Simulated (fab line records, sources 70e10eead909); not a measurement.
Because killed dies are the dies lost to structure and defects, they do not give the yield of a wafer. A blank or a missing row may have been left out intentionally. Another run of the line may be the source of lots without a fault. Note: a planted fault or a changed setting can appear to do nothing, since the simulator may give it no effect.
Struck lot and sound lot, side by side | flow nand_harc | 13 steps out of a route of 1302
Sound: these wafers, L309.1, L309.3, L309.4. Struck: wafers L308.2, L308.3, L308.6. The cause is named last.
Each step with rows lists, per side, the tool, then ch with its chambers, then its first start. Under that, the readings that differ: sound wafers | struck wafers | difference of the means | sigmas: that difference in standard deviations of wafers without a fault.
alike: readings with means less than 2 such deviations apart, plus words and numbers identical on both sides. not compared: withheld readings, readings lacking a value on some wafer, bounds such as >300 that could conceal the same value, and numbers that have no deviation in the record and whose values overlap.
Wherever a step has rows on one side only, a row that says differs or no value, or a row with sigmas, the two part there. When numbers do not overlap yet have no deviation, they are printed without sigmas and do not part them. A reading missing from all wafers of one side parts the sides only when that side holds two or more wafers.

NHARC_P_M1_INSPECT_27:
  sound: defect_inspect-01 at day 13 12:52; struck: defect_inspect-02 at day 13 10:44
  alike: raw_defect_count
NHARC_P_M1_PRE_CLEAN_32: time 12 s.
  sound on pecvd-04 ch 0,1, day 13 12:57; struck on pecvd-04 ch 0,1, day 13 10:47
  alike: heater_power_w
  not compared: since_wet_clean_h
NHARC_P_M1_DEP_33: deposits SiCN, target thk 30 nm.
  sound on pecvd-04 ch 0,1, day 13 13:04; struck on pecvd-04 ch 0,1, day 13 10:52
  alike: heater_power_w
  not compared: since_wet_clean_h
then, 8 steps without rows for these wafers: NHARC_P_M2_DEP_00 (deposits SiOC, target thk 182.5 nm); NHARC_P_M2_DEHYDRATE_01 (time 120 s); NHARC_P_M2_HMDS_02 (time 30 s); NHARC_P_M2_COAT_34 (time 65 s); NHARC_P_M2_COAT_03 (resist thk 90 nm); NHARC_P_M2_SOFTBAKE_04 (time 55 s); NHARC_P_M2_EBR_05; NHARC_P_M2_EXPOSE_06 (exposes mask P M2, target cd 170 nm).
NHARC_P_M2_PEB_07: peb time 65 s.
  sound on litho_track-04 ch 0, day 13 14:08; struck on litho_track-01, day 13 12:02
  no value came back on the struck wafers for chill_plate_temp_C (C), exhaust_pa (Pa), peb_time_s (s); on the sound wafers chill_plate_temp_C (C) reads 23.05 22.82 22.95
then, 1 step without rows for these wafers: NHARC_P_M2_DEVELOP_08 (develop time 35 s).

== WHERE THEY PART ==
NHARC_P_M2_PEB_07 only, going by this record.

WHY: what had been put in by the simulator
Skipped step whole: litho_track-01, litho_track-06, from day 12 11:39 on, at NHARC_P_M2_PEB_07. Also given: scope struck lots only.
